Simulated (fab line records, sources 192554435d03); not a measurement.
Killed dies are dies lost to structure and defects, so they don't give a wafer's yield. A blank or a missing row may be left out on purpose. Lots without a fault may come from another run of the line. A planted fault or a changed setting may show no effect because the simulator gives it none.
fab line records | flow n5_finfet | part 1 of 2: steps 1 to 4 of 6
record lots=24 wafers=72 last_day=18
route steps=1938 shown BEOL_M14@1730 BEOL_M15@1774
lots that met no fault: from a run of the same line without faults
start_h: hours from the record's first day to the start of the lot's first wafer shown | wait_h: hours since the lot's step before | " the same as in the row above | L1.1+2: a row that stands for several wafers | - no value, or no start given | * or withheld: withheld | < > ~ a bound
route shown NAME@n: a module of which the file shows steps, and the number in the route of the first | usual: mean/standard deviation of fault-free wafers | same: alike in all rows | chamber/n: place in a boat | sites: the reading at each site | _std_site: their standard deviation | _edge_site: outer sites' mean less inner sites' | radius_mm: how far each site lies from the wafer's centre | mask NAME#n: copy n | behind: the tool/chamber that last shaped the wafer | hold: why the lot was held/for how many hours/how that ended | device: the transistor (n, p or np) that didn't switch | end of line: the same wafers' tests at the end of the route | a step without rows: its recipe alone | killed: dies lost to structure and defects at the first sort, not the wafer's yield | map: a wafer's dies, x killed, . not, _ none there
set.NAME: the setting as run; set.NAME@STEP: as run at that earlier step | model.NAME: the simulator's own value behind a step, which no gauge read
steps of the route over a sample of lots; a table a step, a row a wafer
services: from which hour (start_h, from the record's first day; less than 0 if before it) a tool's chamber was out of use, for how many hours, and why
## steps
# step N5_BEOL_M14_ETCH_59
# recipe chemistry=N2/H2 target=BARC target_depth_a=890 overetch_a=267 time_s=67.9 ion_energy_ev=200 pressure_mtorr=30 source_w=840 bias_w=150 n2_flow_sccm=200 h2_flow_sccm=200
# usual drypump_motor_current_A=5.7/0.4 oes_product_au=0.70/0.073 rf_vpp_V=523.6/2.9 showerhead_plenum_p_Torr=2.54/0.11 throttle_valve_pct=17.81/0.26
# columns lot.wafer tool chamber start_h wait_h drypump_motor_current_A oes_product_au rf_hours_counter_h rf_vpp_V showerhead_plenum_p_Torr throttle_valve_pct
L074.3 rie_diel-04 2 234.27 0.0 5.3 0.58 265 522.6 2.52 18.47
L074.5 " 0 " " 5.6 0.71 - 526.3 2.71 17.99
L074.6 " 2 " " 5.3 0.57 - 521.5 2.52 18.44
L076.1 rie_diel-04 0 237.66 0.0 5.6 0.71 76 528.1 2.71 18.00
L076.4 " 3 " " 6.0 0.76 - 520.0 2.46 17.36
L076.6 " 0 " " 5.6 0.71 - 527.6 2.71 18.01
L075.2 rie_diel-04 0 250.11 0.0 5.6 0.70 81 528.2 2.71 18.01
L075.5 " 0 " " 5.6 0.70 - 527.1 2.70 18.01
L075.6 " 3 " " 6.1 0.75 - 521.5 2.46 17.37
L077.2 rie_diel-05 0 261.94 0.0 5.1 0.74 38 526.1 2.61 17.45
L077.3 " 3 " " 5.6 0.74 45 523.3 2.49 18.13
L077.4 " 1 " " 6.2 0.63 187 527.2 2.63 17.96
L078.3 rie_diel-02 1 269.72 0.0 5.9 0.75 44 524.4 2.60 17.74
L078.4 " 2 " " 5.6 0.78 14 522.7 2.51 17.78
L078.6 " 2 " " 5.6 0.79 - 522.7 2.51 17.78
L079.1 rie_diel-05 3 270.22 0.0 5.5 0.74 48 521.9 2.49 18.12
L079.4 " 1 " " 6.2 0.63 189 526.6 2.62 17.97
L079.6 " 3 " " 5.5 0.74 - 522.1 2.49 18.14
L081.2 rie_diel-02 2 274.24 0.0 5.6 0.78 16 521.8 2.51 17.78
L081.4 " 0 " " 6.1 0.57 249 520.0 2.41 17.85
L081.6 " 0 " " 6.1 0.57 - 520.7 2.41 17.88
L080.1 rie_diel-02 1 288.75 0.0 5.9 0.73 52 526.6 2.60 17.76
L080.2 " 2 " " 5.6 0.76 22 522.9 2.51 17.80
L080.3 " 3 " " 6.6 0.58 247 524.4 2.51 17.91
L082.2 rie_diel-02 3 289.72 0.0 6.6 0.58 247 523.5 2.51 17.92
L082.3 " 2 " " 5.6 0.76 22 523.5 2.51 17.78
L082.6 " 1 " " 5.9 0.74 - 523.6 2.60 17.76
L083.1 rie_diel-04 1 296.07 0.0 5.4 0.59 245 525.4 2.62 17.79
L083.3 " 2 " " 5.3 0.81 17 522.8 2.51 18.00
L083.6 " 3 " " 6.0 0.73 - 523.5 2.45 17.40
L084.1 rie_diel-04 1 304.14 0.0 5.5 0.58 249 526.4 2.61 17.81
L084.2 " 2 " " 5.3 0.80 21 523.4 2.51 18.01
L084.5 " 2 " " 5.3 0.80 - 522.5 2.51 18.03
L086.2 rie_diel-04 3 307.73 0.0 6.1 0.73 65 523.1 2.45 17.41
L086.4 " 0 " " 5.6 0.68 - 528.3 2.69 18.07
L086.6 " 3 " " 6.1 0.72 - 523.0 2.45 17.43
L088.1 rie_diel-04 2 317.29 0.0 5.3 0.79 27 521.4 2.51 18.02
L088.2 " 0 " " 5.6 0.68 108 526.3 2.69 18.05
L088.3 " 2 " " 5.3 0.79 - 522.3 2.51 18.01
L087.1 rie_diel-05 3 319.75 0.0 5.5 0.73 59 522.8 2.48 18.17
L087.2 " 2 " " 5.4 0.60 217 517.5 2.31 17.85
L087.3 " 1 " " 6.2 0.62 202 525.8 2.62 17.99
L085.4 rie_diel-02 3 325.25 0.0 6.5 0.83 3 521.9 2.51 17.54
L085.5 " 3 " " 6.6 0.83 - 522.7 2.51 17.53
L085.6 " 0 " " 6.1 0.78 - 528.0 2.72 17.46
L089.1 rie_diel-02 2 333.97 0.0 5.6 0.74 43 522.2 2.50 17.82
L089.3 " 1 " " 5.9 0.71 73 525.9 2.59 17.80
L089.4 " 3 " " 6.5 0.82 7 522.2 2.51 17.53
L091.3 rie_diel-05 3 345.83 0.0 5.6 0.71 68 521.5 2.48 18.18
L091.4 " 1 " " 6.2 0.62 210 527.4 2.61 18.02
L091.6 " 2 " " 5.5 0.59 - 518.0 2.30 17.86
L093.1 rie_diel-02 0 356.88 0.0 6.1 0.77 27 527.3 2.72 17.47
L093.4 " 1 " " 5.9 0.70 81 524.2 2.59 17.79
L093.6 " 3 " " 6.5 0.80 - 522.8 2.50 17.56
L090.2 rie_diel-04 1 359.36 0.0 5.5 0.78 16 527.1 2.61 17.46
L090.3 " 0 " " 5.6 0.66 126 527.1 2.68 18.08
L090.5 " 2 " " 5.3 0.76 - 523.8 2.50 18.04
L092.2 rie_diel-02 0 365.39 0.0 6.1 0.76 30 525.9 2.72 17.48
L092.4 " 2 " " 5.6 0.72 54 522.5 2.49 17.85
L092.6 " 3 " " 6.6 0.79 - 523.5 2.50 17.56
L094.1 rie_diel-05 1 376.23 0.0 6.1 0.61 220 525.7 2.61 18.03
L094.2 " 0 " " 5.1 0.70 70 524.0 2.59 17.51
L094.3 " 2 " " 5.5 0.60 234 516.6 2.30 17.88
L095.3 rie_diel-04 3 380.76 0.0 6.0 0.71 82 520.9 2.45 17.44
L095.5 " 1 " " 5.4 0.77 - 525.4 2.60 17.45
L095.6 " 2 " " 5.3 0.76 - 521.1 2.50 18.06
L096.2 rie_diel-04 2 385.22 0.0 5.3 0.75 56 520.5 2.49 18.09
L096.3 " 1 " " 5.4 0.75 26 524.0 2.60 17.46
L096.5 " 1 " " 5.5 0.77 - 525.0 2.60 17.46
L097.2 rie_diel-05 3 389.99 0.0 5.6 0.71 82 521.2 2.47 18.19
L097.4 " 2 " " 5.5 0.59 - 514.7 2.30 17.88
L097.5 " 0 " " 5.1 0.70 - 525.1 2.59 17.52
# step N5_BEOL_M14_PRE_CLEAN_42
# recipe gas=H2/He time_s=30 temp_c=300
# usual heater_power_w=463/49
# columns lot.wafer tool chamber start_h wait_h heater_power_w
L074.3 pvd_sputter-02 - 238.60 0.0 517
L074.5 " - " " 516
L074.6 " - " " 510
L076.1 pvd_sputter-03 - 240.28 0.0 495
L076.4 " - " " 483
L076.6 " - " " 488
L075.2 pvd_sputter-03 - 256.70 0.0 489
L075.5 " - " " 488
L075.6 " - " " 489
L077.2 pvd_sputter-02 - 266.74 0.0 529
L077.3 " - " " 470
L077.4 " - " " 526
L078.3 pvd_sputter-01 - 272.78 0.0 420
L078.4 " - " " 466
L078.6 " - " " 431
L079.1 pvd_sputter-02 - 272.84 0.0 511
L079.4 " - " " 472
L079.6 " - " " 522
L081.2 pvd_sputter-02 - 278.28 0.0 526
L081.4 " - " " 524
L081.6 " - " " 517
L080.1 pvd_sputter-03 - 293.31 0.0 471
L080.2 " - " " 497
L080.3 " - " " 432
L082.2 pvd_sputter-03 - 293.63 0.0 426
L082.3 " - " " 481
L082.6 " - " " 482
L083.1 pvd_sputter-01 - 299.76 0.0 327
L083.3 " - " " 434
L083.6 " - " " 450
L084.1 pvd_sputter-01 - 309.79 0.0 437
L084.2 " - " " 464
L084.5 " - " " 445
L086.2 pvd_sputter-03 - 313.87 0.0 489
L086.4 " - " " 421
L086.6 " - " " 425
L088.1 pvd_sputter-01 - 323.10 0.0 424
L088.2 " - " " 441
L088.3 " - " " 331
L087.1 pvd_sputter-02 - 323.70 0.0 514
L087.2 " - " " 519
L087.3 " - " " 463
L085.4 pvd_sputter-03 - 330.68 0.0 429
L085.5 " - " " 480
L085.6 " - " " 492
L089.1 pvd_sputter-01 - 339.53 0.0 453
L089.3 " - " " 334
L089.4 " - " " 439
L091.3 pvd_sputter-01 - 348.44 0.0 454
L091.4 " - " " 330
L091.6 " - " " 463
L093.1 pvd_sputter-02 - 363.54 0.0 506
L093.4 " - " " 527
L093.6 " - " " 505
L090.2 pvd_sputter-03 - 363.74 0.0 477
L090.3 " - " " 475
L090.5 " - " " 474
L092.2 pvd_sputter-01 - 368.84 0.0 432
L092.4 " - " " 336
L092.6 " - " " 431
L094.1 pvd_sputter-03 - 378.15 0.0 483
L094.2 " - " " 493
L094.3 " - " " 442
L095.3 pvd_sputter-03 - 383.70 0.0 491
L095.5 " - " " 432
L095.6 " - " " 489
L096.2 pvd_sputter-02 - 388.26 0.0 514
L096.3 " - " " 470
L096.5 " - " " 478
L097.2 pvd_sputter-02 - 395.65 0.0 525
L097.4 " - " " 535
L097.5 " - " " 533
# step N5_BEOL_M15_THK_MEAS_01
# recipe reads=SiO2_of_BEOL_M15_ILD_DEP_00
# usual M15_ILD_THK=1639/22
# columns lot.wafer tool chamber start_h wait_h M15_ILD_THK[nm]
L074.3 film_metro-01 - 240.17 0.1 1611
L074.5 " - " " 1653
L074.6 " - " " 1639
L076.1 film_metro-02 - 242.83 0.1 1649
L076.4 " - " " 1672
L076.6 " - " " 1669
L075.2 film_metro-01 - 258.35 0.3 1619
L075.5 " - " " 1669
L075.6 " - " " 1644
L077.2 film_metro-02 - 268.31 0.1 1640
L077.3 " - " " 1629
L077.4 " - " " 1636
L079.1 film_metro-02 - 274.99 0.1 1670
L079.4 " - " " 1675
L079.6 " - " " 1644
L078.3 film_metro-02 - 275.22 0.1 1625
L078.4 " - " " 1622
L078.6 " - " " 1637
L081.2 film_metro-01 - 280.54 0.3 1657
L081.4 " - " " 1621
L081.6 " - " " 1661
L080.1 film_metro-01 - 295.03 0.1 1603
L080.2 " - " " 1657
L080.3 " - " " 1621
L082.2 film_metro-01 - 296.91 0.1 1629
L082.3 " - " " 1590
L082.6 " - " " 1610
L083.1 film_metro-01 - 301.59 0.1 1622
L083.3 " - " " 1654
L083.6 " - " " 1650
L084.1 film_metro-01 - 312.19 0.1 1611
L084.2 " - " " 1623
L084.5 " - " " 1627
L086.2 film_metro-01 - 315.41 0.1 1642
L086.4 " - " " 1661
L086.6 " - " " 1667
L088.1 film_metro-02 - 324.64 0.1 1631
L088.2 " - " " 1625
L088.3 " - " " 1656
L087.1 film_metro-01 - 325.70 0.1 1594
L087.2 " - " " 1592
L087.3 " - " " 1603
L085.4 film_metro-02 - 332.21 0.0 1622
L085.5 " - " " 1629
L085.6 " - " " 1652
L089.1 film_metro-01 - 341.08 0.1 1615
L089.3 " - " " 1587
L089.4 " - " " 1606
L091.3 film_metro-02 - 350.10 0.1 1627
L091.4 " - " " 1645
L091.6 " - " " 1643
L093.1 film_metro-01 - 365.08 0.1 1621
L093.4 " - " " 1645
L093.6 " - " " 1648
L090.2 film_metro-01 - 365.30 0.1 1619
L090.3 " - " " 1617
L090.5 " - " " 1635
L092.2 film_metro-02 - 370.49 0.1 1657
L092.4 " - " " 1663
L092.6 " - " " 1673
L094.1 film_metro-02 - 379.69 0.1 1664
L094.2 " - " " 1634
L094.3 " - " " 1651
L095.3 film_metro-01 - 385.25 0.2 1631
L095.5 " - " " 1676
L095.6 " - " " 1648
L096.2 film_metro-02 - 389.80 0.1 1645
L096.3 " - " " 1646
L096.5 " - " " 1642
L097.2 film_metro-02 - 397.58 0.2 1620
L097.4 " - " " 1653
L097.5 " - " " 1650
# step N5_BEOL_M15_ETCH_59
# recipe chemistry=N2/H2 target=BARC target_depth_a=890 overetch_a=267 time_s=67.9 ion_energy_ev=200 pressure_mtorr=30 source_w=840 bias_w=150 n2_flow_sccm=200 h2_flow_sccm=200
# usual drypump_motor_current_A=5.8/0.45 oes_product_au=0.67/0.079 rf_vpp_V=523.5/2.9 showerhead_plenum_p_Torr=2.54/0.1 throttle_valve_pct=17.99/0.29
# columns lot.wafer tool chamber start_h wait_h drypump_motor_current_A oes_product_au rf_hours_counter_h rf_vpp_V showerhead_plenum_p_Torr throttle_valve_pct
L074.3 rie_diel-06 0 240.75 0.0 6.5 0.62 203 519.7 2.43 17.66
L074.5 " 2 " " 5.6 0.82 - 522.0 2.47 17.90
L074.6 " 3 " " 5.9 0.64 - 519.1 2.34 17.71
L076.1 rie_diel-03 0 243.26 0.0 5.8 0.63 176 525.8 2.64 18.24
L076.4 " 2 " " 6.2 0.59 222 525.6 2.62 18.01
L076.6 " 3 " " 5.8 0.65 - 521.3 2.46 17.71
L075.2 rie_diel-06 3 258.78 0.0 5.9 0.64 148 518.6 2.34 17.72
L075.5 " 0 " " 6.5 0.62 - 520.4 2.43 17.66
L075.6 " 3 " " 5.9 0.64 - 517.4 2.34 17.72
L077.2 rie_diel-01 2 268.86 0.0 5.4 0.61 212 525.4 2.63 18.08
L077.3 " 1 " " 5.5 0.76 24 524.0 2.57 17.74
L077.4 " 1 " " 5.5 0.76 - 527.0 2.57 17.74
L079.1 rie_diel-01 1 275.42 0.0 5.5 0.77 26 524.7 2.57 17.75
L079.4 " 1 " " 5.5 0.76 - 525.7 2.57 17.74
L079.6 " 3 " " 5.4 0.64 - 524.6 2.57 18.56
L078.3 rie_diel-01 2 275.83 0.0 5.4 0.61 215 525.0 2.63 18.11
L078.4 " 2 " " 5.4 0.61 - 525.5 2.63 18.10
L078.6 " 1 " " 5.5 0.77 - 527.0 2.57 17.74
L081.2 rie_diel-01 2 280.97 0.0 5.4 0.61 217 525.9 2.63 18.11
L081.4 " 2 " " 5.4 0.61 - 527.1 2.63 18.11
L081.6 " 3 " " 5.4 0.64 - 523.8 2.57 18.58
L080.1 rie_diel-01 3 295.47 0.0 5.4 0.63 172 523.8 2.57 18.58
L080.2 " 2 " " 5.4 0.60 223 526.9 2.62 18.11
L080.3 " 2 " " 5.4 0.60 - 524.5 2.63 18.10
L082.2 rie_diel-06 1 297.34 0.0 6.5 0.71 67 526.8 2.70 17.91
L082.3 " 2 " " 5.6 0.77 19 523.8 2.47 17.90
L082.6 " 2 " " 5.6 0.78 - 523.6 2.47 17.92
L083.1 rie_diel-03 0 302.15 0.0 5.7 0.62 191 526.2 2.63 18.29
L083.3 " 2 " " 6.2 0.58 237 525.7 2.61 18.06
L083.6 " 1 " " 6.9 0.57 - 519.3 2.40 18.16
L084.1 rie_diel-06 0 312.62 0.0 6.5 0.62 225 519.9 2.42 17.70
L084.2 " 1 " " 6.5 0.71 72 526.7 2.69 17.92
L084.5 " 3 " " 5.9 0.63 - 518.7 2.33 17.73
L086.2 rie_diel-06 3 315.84 0.0 5.9 0.63 167 519.0 2.33 17.74
L086.4 " 0 " " 6.5 0.61 226 522.2 2.42 17.69
L086.6 " 0 " " 6.6 0.61 - 520.3 2.42 17.69
L088.1 rie_diel-01 3 325.52 0.0 5.4 0.63 183 523.0 2.56 18.61
L088.2 " 0 " " 5.5 0.80 5 522.7 2.51 17.80
L088.3 " 2 " " 5.4 0.59 233 525.1 2.62 18.14
L087.1 rie_diel-01 0 326.33 0.0 5.5 0.81 6 523.1 2.51 17.80
L087.2 " 2 " " 5.4 0.60 233 527.1 2.62 18.12
L087.3 " 3 " " 5.4 0.62 183 523.8 2.56 18.61
L085.4 rie_diel-01 3 332.76 0.0 5.4 0.63 185 522.6 2.56 18.62
L085.5 " 2 " " 5.4 0.59 - 525.3 2.62 18.13
L085.6 " 1 " " 5.5 0.74 - 526.1 2.56 17.76
L089.1 rie_diel-03 2 342.04 0.0 6.2 0.57 248 525.6 2.61 18.06
L089.3 " 3 " " 5.8 0.63 159 520.5 2.45 17.75
L089.4 " 1 " " 6.8 0.57 245 520.3 2.39 18.20
L091.3 rie_diel-01 3 350.65 0.0 5.4 0.62 190 522.6 2.56 18.62
L091.4 " 1 " " 5.5 0.73 50 524.1 2.56 17.80
L091.6 " 1 " " 5.5 0.73 - 525.5 2.56 17.78
L093.1 rie_diel-03 3 365.52 0.0 5.8 0.62 167 520.7 2.45 17.76
L093.4 " 1 " " 6.8 0.57 - 520.2 2.39 18.20
L093.6 " 3 " " 5.8 0.63 - 518.5 2.45 17.76
L090.2 rie_diel-06 2 366.27 0.0 5.6 0.74 39 521.7 2.46 17.97
L090.3 " 3 " " 5.9 0.63 182 518.7 2.33 17.78
L090.5 " 2 " " 5.6 0.75 - 521.0 2.46 17.94
L092.2 rie_diel-03 3 370.91 0.0 5.8 0.62 169 520.1 2.45 17.75
L092.4 " 0 " " 5.7 0.61 - 526.0 2.62 18.31
L092.6 " 3 " " 5.8 0.62 - 520.4 2.45 17.77
L094.1 rie_diel-01 2 380.24 0.0 5.4 0.59 248 525.5 2.61 18.15
L094.2 " 1 " " 5.5 0.71 58 524.4 2.56 17.79
L094.3 " 0 " " 5.5 0.77 22 523.0 2.50 17.84
L095.3 rie_diel-03 3 385.80 0.0 5.8 0.63 175 520.7 2.44 17.79
L095.5 " 2 " " 6.2 0.81 - 525.7 2.60 17.72
L095.6 " 3 " " 5.8 0.62 - 520.2 2.44 17.78
L096.2 rie_diel-06 2 390.25 0.0 5.6 0.73 42 520.7 2.46 17.97
L096.3 " 1 " " 6.5 0.68 97 529.2 2.68 17.94
L096.5 " 1 " " 6.5 0.69 - 526.1 2.68 17.97
L097.2 rie_diel-03 2 398.17 0.0 6.2 0.79 11 525.9 2.60 17.72
L097.4 " 0 " " 5.8 0.60 224 525.9 2.62 18.33
L097.5 " 1 " " 6.8 0.84 - 528.3 2.71 17.65
